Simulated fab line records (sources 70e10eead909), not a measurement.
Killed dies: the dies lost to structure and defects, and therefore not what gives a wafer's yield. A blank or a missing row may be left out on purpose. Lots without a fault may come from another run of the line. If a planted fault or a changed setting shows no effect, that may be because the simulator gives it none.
fab line records + flow nandHarc
[record]
- lots = 5
- wafers = 15
- lastDay = 24
route steps=1159 shown P_GATE@202 END@1159
lots with no fault: from the same line, run without faults
startH: hours from the record's opening day to when the first of the lot's shown wafers began + waitH: hours from the lot's prior step to this one + " the same as in the row above + L1.1+2: several wafers, shown together as one row + - no value present, or no start provided + * or withheld: withheld + < > ~ a bound
route shown NAME@n: names a module that has steps shown in the file, with the first one's number in the route + usual: mean/standard deviation taken from wafers without a fault + same: alike in all rows + chamber/n: place in a boat + sites: each site's reading + _std_site: standard deviation of those values + _edge_site: mean of outer sites minus mean of inner sites + radiusMm: how far each site lies from the wafer's centre + mask NAME#n: copy n + behind: the last tool/chamber to shape the wafer + hold: the reason the lot was held/the length of the hold in hours/how it ended + device: names the non-switching transistor (n, p or np) + end of line: the tests these same wafers got at the end of their route + step lacking rows: just its recipe + killed: dies that structure and defects cost at the first sort, which is not the same as the wafer's yield + map: per-die view of a wafer (x killed, . not killed, _ where there is no die)
set.NAME: the setting as run; set.NAME@STEP: as run at that earlier step + model.NAME: the simulator's own value behind a step, which no gauge read
lots at some steps of the route; a table a step, a row a wafer
services: when a tool's chamber went out of use (startH, in hours from the record's first day, below 0 if earlier), for how many hours, and the reason
[[steps]]
[step NHARC_P_GATE_DESCUM_93]
[recipe]
- timeS = 3
- o2FlowSccm = 200
- arFlowSccm = 0
- biasPowerW = 0
- chemistry = O2
[step NHARC_P_GATE_IMPLANT_94]
[recipe]
- energyKev = 60
- doseCm2 = 2e+15
- tiltDeg = 7
[step NHARC_P_GATE_STRIP_113]
[recipe]
- powerW = 1500
- tempC = 110
- timeS = 740
- chemistry = N2/H2
[usual]
- drypumpMotorCurrentA = 6.1/0.33
- heaterPowerW = 82/10
- runLengthS = 811.68/0.27
| lot.wafer | tool           | chamber | startH | waitH | drypumpMotorCurrentA | heaterPowerW | rfHoursCounterH | runLengthS |
|-----------|----------------|---------|--------|-------|----------------------|--------------|-----------------|------------|
| L457.1    | plasmaAsher-02 | 1       | 107.45 | 0.2   | 6.1                  | 81           | 34              | 811.61     |
| L457.4    | "              | 0       | "      | "     | 5.7                  | 72           | -               | 811.43     |
| L457.6    | "              | 1       | "      | "     | 6.1                  | 83           | -               | 812.01     |
| L465.2    | plasmaAsher-02 | 0       | 156.32 | 0.2   | 5.7                  | 71           | 52              | 811.41     |
| L465.4    | "              | 0       | "      | "     | 5.7                  | 73           | -               | 811.43     |
| L465.6    | "              | 1       | "      | "     | 6.1                  | 82           | -               | 811.57     |
| L469.1    | plasmaAsher-01 | 0       | 184.42 | 0.7   | 6.5                  | 100          | 23              | 811.47     |
| L469.3    | "              | 0       | "      | "     | 6.5                  | 102          | -               | 811.36     |
| L469.6    | "              | 0       | "      | "     | 6.5                  | 101          | -               | 811.65     |
| L477.2    | plasmaAsher-02 | 1       | 227.77 | 0.2   | 6.1                  | 78           | 12              | 811.58     |
| L477.4    | "              | 0       | "      | "     | 5.7                  | 73           | -               | 811.49     |
| L477.5    | "              | 1       | "      | "     | 6.1                  | 78           | -               | 811.77     |
| L476.2    | plasmaAsher-02 | 0       | 228.67 | 0.2   | 5.7                  | 74           | 13              | 811.41     |
| L476.3    | "              | 1       | "      | "     | 6.1                  | 75           | -               | 811.60     |
| L476.5    | "              | 0       | "      | "     | 5.7                  | 73           | -               | 812.07     |
[step NHARC_P_GATE_STRIP_95]
[recipe]
- powerW = 1500
- tempC = 250
- chemistry = O2
[step NHARC_P_GATE_STRIP_96]
[recipe]
- timeS = 900
- tempC = 130
- chemistry = SPM
[step NHARC_P_GATE_RTA_64]
[recipe]
- tempC = 1050
- timeS = 1
[usual]
- lampPowerPct = 34.98/0.13
- lamp_zone_4_pct = 34.98/0.13
- wafer_temp_C_max = 1054.8/1.4
| lot.wafer | tool         | chamber | startH | waitH | lampPowerPct | lamp_zone_4_pct | wafer_temp_C_max |
|-----------|--------------|---------|--------|-------|--------------|-----------------|------------------|
| L457.1    | rtpAnneal-01 | 0       | 108.87 | -     | 35.08        | 35.05           | 1056.0           |
| L457.4    | "            | 0       | "      | "     | 35.04        | 35.08           | 1055.0           |
| L457.6    | "            | 0       | "      | "     | 35.14        | 35.11           | 1057.0           |
| L465.2    | rtpAnneal-02 | 0       | 157.67 | -     | 34.89        | 34.84           | 1053.9           |
| L465.4    | "            | 0       | "      | "     | 34.78        | 34.83           | 1052.9           |
| L465.6    | "            | 0       | "      | "     | 34.81        | 34.82           | 1052.7           |
| L469.1    | rtpAnneal-02 | 0       | 185.71 | -     | 34.87        | 34.85           | 1052.9           |
| L469.3    | "            | 0       | "      | "     | 34.81        | 34.81           | 1053.6           |
| L469.6    | "            | 0       | "      | "     | 34.83        | 34.84           | 1054.5           |
| L477.2    | rtpAnneal-02 | 0       | 229.09 | -     | 34.90        | 34.98           | 1053.4           |
| L477.4    | "            | 0       | "      | "     | 34.90        | 34.89           | 1053.6           |
| L477.5    | "            | 0       | "      | "     | 34.83        | 34.87           | 1053.3           |
| L476.2    | rtpAnneal-01 | 0       | 229.98 | -     | 35.09        | 35.08           | 1056.1           |
| L476.3    | "            | 0       | "      | "     | 35.11        | 35.15           | 1054.8           |
| L476.5    | "            | 0       | "      | "     | 35.03        | 35.11           | 1055.5           |
[step NHARC_P_GATE_ETCH_77]
[recipe]
- targetDepthA = 60
- chemistry = dHF
- material = SiO2
[step NHARC_P_GATE_DEGAS_109]
[recipe]
- tempC = 300
- timeS = 60
[usual]
- heaterPowerW = 474/56
- susceptorTempC = 300.01/0.2
| lot.wafer | tool          | chamber | startH | waitH | heaterPowerW | susceptorTempC |
|-----------|---------------|---------|--------|-------|--------------|----------------|
| L457.1    | pvdSputter-02 | -       | 109.18 | 0.1   | 503          | 299.95         |
| L457.4    | "             | -       | "      | "     | 509          | 299.98         |
| L457.6    | "             | -       | "      | "     | 488          | 300.43         |
| L465.2    | pvdSputter-01 | -       | 157.99 | 0.1   | 594          | 300.26         |
| L465.4    | "             | -       | "      | "     | 447          | 299.80         |
| L465.6    | "             | -       | "      | "     | 396          | 300.36         |
| L469.3    | pvdSputter-03 | -       | 186.01 | 0.1   | 483          | 299.78         |
| L469.1    | "             | -       | "      | "     | 422          | 299.85         |
| L469.6    | "             | -       | "      | "     | 475          | 300.15         |
| L477.2    | pvdSputter-03 | -       | 229.38 | 0.1   | 496          | 299.84         |
| L477.4    | "             | -       | "      | "     | 439          | 299.90         |
| L477.5    | "             | -       | "      | "     | 499          | 300.42         |
| L476.3    | pvdSputter-03 | -       | 230.26 | 0.1   | 434          | 300.12         |
| L476.2    | "             | -       | "      | "     | 508          | 299.96         |
| L476.5    | "             | -       | "      | "     | 490          | 300.04         |
[step NHARC_P_GATE_PRE_CLEAN_110]
[recipe]
- timeS = 30
- biasV = 200
- gas = Ar
[step NHARC_P_GATE_SPUTTER_78]
[recipe]
- targetThkA = 100
- material = Ni
[step NHARC_P_GATE_SPUTTER_79]
[recipe]
- targetThkA = 100
- material = TiN
[step NHARC_P_GATE_RTA_80]
[recipe]
- tempC = 300
- timeS = 30
[usual]
- lampPowerPct = 2.085/0.0066
- lamp_zone_4_pct = 2.085/0.0066
- wafer_temp_C_max = 301.4/0.38
| lot.wafer | tool         | chamber | startH | waitH | lampPowerPct | lamp_zone_4_pct | wafer_temp_C_max |
|-----------|--------------|---------|--------|-------|--------------|-----------------|------------------|
| L457.1    | rtpAnneal-02 | 0       | 109.48 | -     | 2.073        | 2.077           | 300.9            |
| L457.4    | "            | 0       | "      | "     | 2.078        | 2.075           | 301.6            |
| L457.6    | "            | 0       | "      | "     | 2.076        | 2.075           | 301.2            |
| L465.2    | rtpAnneal-02 | 0       | 158.47 | -     | 2.085        | 2.083           | 301.0            |
| L465.4    | "            | 0       | "      | "     | 2.084        | 2.085           | 301.3            |
| L465.6    | "            | 0       | "      | "     | 2.085        | 2.082           | 301.3            |
| L469.1    | rtpAnneal-01 | 0       | 186.31 | -     | 2.090        | 2.092           | 301.2            |
| L469.3    | "            | 0       | "      | "     | 2.089        | 2.089           | 302.0            |
| L469.6    | "            | 0       | "      | "     | 2.090        | 2.092           | 301.4            |
| L477.2    | rtpAnneal-02 | 0       | 229.70 | -     | 2.076        | 2.077           | 301.3            |
| L477.4    | "            | 0       | "      | "     | 2.076        | 2.077           | 301.0            |
| L477.5    | "            | 0       | "      | "     | 2.073        | 2.075           | 301.7            |
| L476.2    | rtpAnneal-01 | 0       | 230.58 | -     | 2.092        | 2.088           | 301.4            |
| L476.3    | "            | 0       | "      | "     | 2.093        | 2.091           | 301.5            |
| L476.5    | "            | 0       | "      | "     | 2.089        | 2.090           | 301.7            |
[step NHARC_P_GATE_STRIP_67]
[recipe]
- timeS = 600
- tempC = 130
- chemistry = SPM
[usual]
- bathHeatDutyPct = 14.2/1.5
- runLengthS = 603.0/0.85
| lot.wafer | tool        | chamber | startH | waitH | bathHeatDutyPct | runLengthS |
|-----------|-------------|---------|--------|-------|-----------------|------------|
| L457.6    | wetBench-07 | 4       | 109.71 | 0.1   | 13.7            | 603.5      |
| L457.1    | "           | 5       | "      | "     | 13.6            | 602.1      |
| L457.4    | "           | 7       | "      | "     | 16.5            | 603.1      |
| L465.2    | wetBench-01 | 5       | 158.67 | 0.2   | 15.3            | 604.9      |
| L465.6    | "           | 6       | "      | "     | 12.5            | 602.3      |
| L465.4    | "           | 7       | "      | "     | 15.8            | 602.3      |
| L469.1    | wetBench-07 | 7       | 186.51 | 0.2   | 17.2            | 603.5      |
| L469.3    | "           | 3       | "      | "     | 11.2            | 602.4      |
| L469.6    | "           | 4       | "      | "     | 12.1            | 198.7      |
| L477.4    | wetBench-01 | 3       | 229.87 | 0.1   | 15.1            | 603.2      |
| L477.5    | "           | 4       | "      | "     | 14.9            | 603.1      |
| L477.2    | "           | 7       | "      | "     | 16.6            | 602.4      |
| L476.5    | wetBench-01 | 5       | 230.78 | 0.1   | 17.0            | 603.7      |
| L476.2    | "           | 6       | "      | "     | 13.7            | 601.3      |
| L476.3    | "           | 0       | "      | "     | 16.2            | 601.9      |
[step NHARC_P_GATE_RTA_82]
[recipe]
- tempC = 450
- timeS = 30
[usual]
- lampPowerPct = 4.095/0.013
- lamp_zone_4_pct = 4.094/0.014
- wafer_temp_C_max = 451.9/0.56
| lot.wafer | tool         | chamber | startH | waitH | lampPowerPct | lamp_zone_4_pct | wafer_temp_C_max |
|-----------|--------------|---------|--------|-------|--------------|-----------------|------------------|
| L457.1    | rtpAnneal-02 | 0       | 109.99 | -     | 4.085        | 4.090           | 451.8            |
| L457.4    | "            | 0       | "      | "     | 4.088        | 4.085           | 451.4            |
| L457.6    | "            | 0       | "      | "     | 4.085        | 4.089           | 451.6            |
| L465.2    | rtpAnneal-02 | 0       | 158.97 | -     | 4.091        | 4.085           | 452.4            |
| L465.4    | "            | 0       | "      | "     | 4.088        | 4.086           | 451.3            |
| L465.6    | "            | 0       | "      | "     | 4.084        | 4.089           | 451.7            |
| L469.1    | rtpAnneal-02 | 0       | 186.86 | -     | 4.085        | 4.079           | 451.8            |
| L469.3    | "            | 0       | "      | "     | 4.081        | 4.078           | 451.7            |
| L469.6    | "            | 0       | "      | "     | 4.083        | 4.086           | 451.5            |
| L477.2    | rtpAnneal-02 | 0       | 230.20 | -     | 4.085        | 4.088           | 451.1            |
| L477.4    | "            | 0       | "      | "     | 4.081        | 4.083           | 451.3            |
| L477.5    | "            | 0       | "      | "     | 4.079        | 4.078           | 452.0            |
| L476.2    | rtpAnneal-02 | 0       | 231.22 | -     | 4.084        | 4.077           | 451.8            |
| L476.3    | "            | 0       | "      | "     | 4.084        | 4.084           | 451.1            |
| L476.5    | "            | 0       | "      | "     | 4.077        | 4.085           | 451.4            |
[step NHARC_END_SORT_01]
[recipe]
- tempC = 25
[usual]
- killedAtArray = 25/10
- killedAtOther = 0.6/0.91
- killedAtPeriphery = 3.6/2.9
- killedDies = 29/10
- killedOpen = 3.3/2
- killedShort = 1.9/1.5
[same]
- grossDies = 677
| lot.wafer | tool      | chamber | startH | waitH | killedAtArray | killedAtOther | killedAtPeriphery | killedDies | killedOpen | killedShort |
|-----------|-----------|---------|--------|-------|---------------|---------------|-------------------|------------|------------|-------------|
| L457.1    | prober-01 | 0       | 467.53 | 2.5   | 34            | 0             | 4                 | 38         | 2          | 3           |
| L457.4    | prober-01 | 0       | 469.95 | 3.4   | 37            | 1             | 1                 | 39         | 4          | 4           |
| L457.6    | prober-01 | 0       | 471.57 | 4.0   | 41            | 1             | 8                 | 50         | 4          | 0           |
| L465.2    | prober-02 | 0       | 500.24 | 2.8   | 31            | 0             | 6                 | 37         | 4          | 1           |
| L465.4    | prober-02 | 0       | 501.84 | 3.4   | 22            | 0             | 10                | 32         | 5          | 0           |
| L465.6    | prober-02 | 0       | 503.43 | 4.0   | 32            | 0             | 10                | 42         | 1          | 4           |
| L476.2    | prober-01 | 0       | 560.12 | 2.8   | 20            | 0             | 4                 | 24         | 4          | 1           |
| L476.3    | prober-01 | 0       | 560.93 | 3.1   | 30            | 0             | 0                 | 30         | 2          | 0           |
| L476.5    | prober-01 | 0       | 562.54 | 3.7   | 22            | 0             | 0                 | 22         | 1          | 3           |
| L477.2    | prober-01 | 0       | 574.01 | 2.8   | 19            | 0             | 10                | 29         | 2          | 2           |
| L477.4    | prober-01 | 0       | 575.61 | 3.4   | 19            | 1             | 1                 | 21         | 1          | 2           |
| L477.5    | prober-01 | 0       | 576.41 | 3.7   | 16            | 1             | 3                 | 20         | 5          | 0           |
// killed by level:class
L457.1 A_CHANNEL_HOLE_D1:chamberFilmFlake=13 A_SLIT:chamberFilmFlake=8 A_CONTACT:chamberFilmFlake=4 A_STAIRCASE:chamberFilmFlake=2 P_CONTACT:geometricParticle:open=1 A_CHANNEL_FILL_D1:geometricParticle:short=1 A_SGD_CUT:geometricParticle:short=1 A_M0:geometricParticle:open=1
L457.4 A_CHANNEL_HOLE_D1:chamberFilmFlake=18 A_CONTACT:chamberFilmFlake=6 A_SLIT:chamberFilmFlake=6 P_M0:geometricParticle:short=1 A_ONON_D1:geometricParticle:open=1 A_CHANNEL_FILL_D1:geometricParticle:short=1 A_SGD_CUT:geometricParticle:short=1 A_CONTACT:geometricParticle:open=1
L457.6 A_CHANNEL_HOLE_D1:chamberFilmFlake=21 A_SLIT:chamberFilmFlake=9 A_CONTACT:chamberFilmFlake=5 P_GATE:geometricParticle:open=2 P_GATE:chamberFilmFlake=2 A_STAIRCASE:chamberFilmFlake=2 A_SGD_CUT:chamberFilmFlake=2 P_CONTACT:geometricParticle:open=1
L465.2 A_CHANNEL_HOLE_D1:chamberFilmFlake=18 P_CONTACT:chamberFilmFlake=4 A_CONTACT:chamberFilmFlake=3 A_M0:geometricParticle:open=2 A_CHANNEL_FILL_D1:chamberFilmFlake=2 A_STAIRCASE:chamberFilmFlake=2 A_WL_FILL:chamberFilmFlake=2 P_M0:geometricParticle:open=1
L465.4 A_CHANNEL_HOLE_D1:chamberFilmFlake=14 P_CONTACT:chamberFilmFlake=5 A_STAIRCASE:chamberFilmFlake=3 P_CONTACT:geometricParticle:open=2 A_WL_FILL:chamberFilmFlake=2 P_M0:geometricParticle:open=1 A_CHANNEL_HOLE_D1:geometricParticle:open=1 A_BLC:geometricParticle:open=1
L465.6 A_CHANNEL_HOLE_D1:chamberFilmFlake=21 P_STI:chamberFilmFlake=4 P_CONTACT:chamberFilmFlake=4 A_STAIRCASE:chamberFilmFlake=3 A_M0:geometricParticle:short=2 A_WL_FILL:chamberFilmFlake=2 A_ONON_D1:geometricParticle:open=1 A_CHANNEL_HOLE_D1:geometricParticle:short=1
L476.2 A_CHANNEL_HOLE_D1:chamberFilmFlake=4 A_CONTACT:chamberFilmFlake=4 P_GATE:chamberFilmFlake=3 A_WL_FILL:chamberFilmFlake=3 A_BLC:chamberFilmFlake=3 A_ONON_D1:geometricParticle:open=1 A_CHANNEL_HOLE_D1:geometricParticle:open=1 A_CHANNEL_FILL_D1:geometricParticle:open=1
L476.3 A_CONTACT:chamberFilmFlake=8 A_CHANNEL_HOLE_D1:chamberFilmFlake=7 A_STAIRCASE:chamberFilmFlake=4 A_BLC:chamberFilmFlake=4 A_SGD_CUT:chamberFilmFlake=2 A_WL_FILL:chamberFilmFlake=2 A_BLC:geometricParticle:open=1 A_M0:geometricParticle:open=1
L476.5 A_CHANNEL_HOLE_D1:chamberFilmFlake=9 A_BLC:chamberFilmFlake=5 A_CONTACT:chamberFilmFlake=3 A_SLIT:geometricParticle:short=1 A_WL_FILL:geometricParticle:short=1 A_CONTACT:geometricParticle:open=1 A_CONTACT:geometricParticle:short=1 A_SGD_CUT:chamberFilmFlake=1
L477.2 A_CHANNEL_HOLE_D1:chamberFilmFlake=9 P_GATE:chamberFilmFlake=7 A_WL_FILL:chamberFilmFlake=3 A_CONTACT:chamberFilmFlake=3 A_CONTACT:geometricParticle:open=2 P_M0:chamberFilmFlake=2 P_M0:geometricParticle:short=1 A_SGD_CUT:geometricParticle:short=1
L477.4 A_CHANNEL_HOLE_D1:chamberFilmFlake=8 A_CONTACT:chamberFilmFlake=4 A_STAIRCASE:chamberFilmFlake=3 A_CHANNEL_HOLE_D1:geometricParticle:short=1 A_SGD_CUT:geometricParticle:open=1 A_M1:geometricParticle:short=1 P_GATE:chamberFilmFlake=1 A_WL_FILL:chamberFilmFlake=1
L477.5 A_CHANNEL_HOLE_D1:chamberFilmFlake=8 P_GATE:chamberFilmFlake=3 A_CONTACT:chamberFilmFlake=3 A_BLC:geometricParticle:open=2 A_M0:geometricParticle:open=1 A_M1:geometricParticle:open=1 STARTING-WAFER:geometricParticle:open=1 A_WL_FILL:chamberFilmFlake=1
[[services]]
| tool           | chamber | startH | hours | kind                     |
|----------------|---------|--------|-------|--------------------------|
| wetBench-07    | -       | 96.00  | 8.0   | pm                       |
| plasmaAsher-01 | -       | 99.00  | 9.0   | pm                       |
| pvdSputter-03  | -       | 102.05 | 10.0  | pm                       |
| plasmaAsher-01 | -       | 123.99 | 6.7   | repair                   |
| pvdSputter-02  | -       | 143.62 | 3.0   | repair                   |
| pvdSputter-03  | -       | 160.72 | 0.7   | repair                   |
| pvdSputter-03  | -       | 163.43 | 1.7   | repair                   |
| pvdSputter-01  | -       | 167.55 | 5.1   | repair                   |
| plasmaAsher-02 | -       | 183.02 | 9.0   | pm                       |
| plasmaAsher-02 | 0       | 183.02 | 11.9  | ventCycle                |
| plasmaAsher-02 | 1       | 183.02 | 11.9  | ventCycle                |
| plasmaAsher-01 | -       | 187.74 | 3.9   | repair                   |
| wetBench-01    | -       | 213.60 | 8.0   | pm                       |
| pvdSputter-02  | -       | 214.00 | 10.0  | pm                       |
| wetBench-01    | 0       | 221.60 | -     | consumableReplace:bath   |
| wetBench-01    | 0       | 221.60 | -     | consumableReplace:filter |
| wetBench-01    | 1       | 221.60 | -     | consumableReplace:bath   |
| wetBench-01    | 1       | 221.60 | -     | consumableReplace:filter |
| wetBench-01    | 2       | 221.60 | -     | consumableReplace:bath   |
| wetBench-01    | 2       | 221.60 | -     | consumableReplace:filter |
| wetBench-01    | 3       | 221.60 | -     | consumableReplace:bath   |
| wetBench-01    | 3       | 221.60 | -     | consumableReplace:filter |
| wetBench-01    | 4       | 221.60 | -     | consumableReplace:bath   |
| wetBench-01    | 4       | 221.60 | -     | consumableReplace:filter |
[[key]]
[firstSign]
- step = NHARC_P_GATE_STRIP_67
- reading = runLengthS
- direction = down
- sigmas = 99+
- usual = *
- struck = *
effect none on later readings
metAt NHARC_P_GATE_STRIP_67
struckWafers L469.6
testerLeftOut L469
onsetBetween 109.71 186.51
[fault]
- kind = processParameterDrift
- tool = wetBench-07
- chamber = 4
- onsetH = 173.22
- steps = NHARC_P_GATE_STRIP_67
- channel = timeS
- offset = *
- shape = step
- endH = 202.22
- actsIn = *
- stated = *
// testerLeftOut: of these lots the tester's yield and bins aren't shown, on N5 and GAA mostly nor the transistor test; their killed dies are dies lost to structure and defects alone, not to doping, threshold or leakage, so they don't give the yield
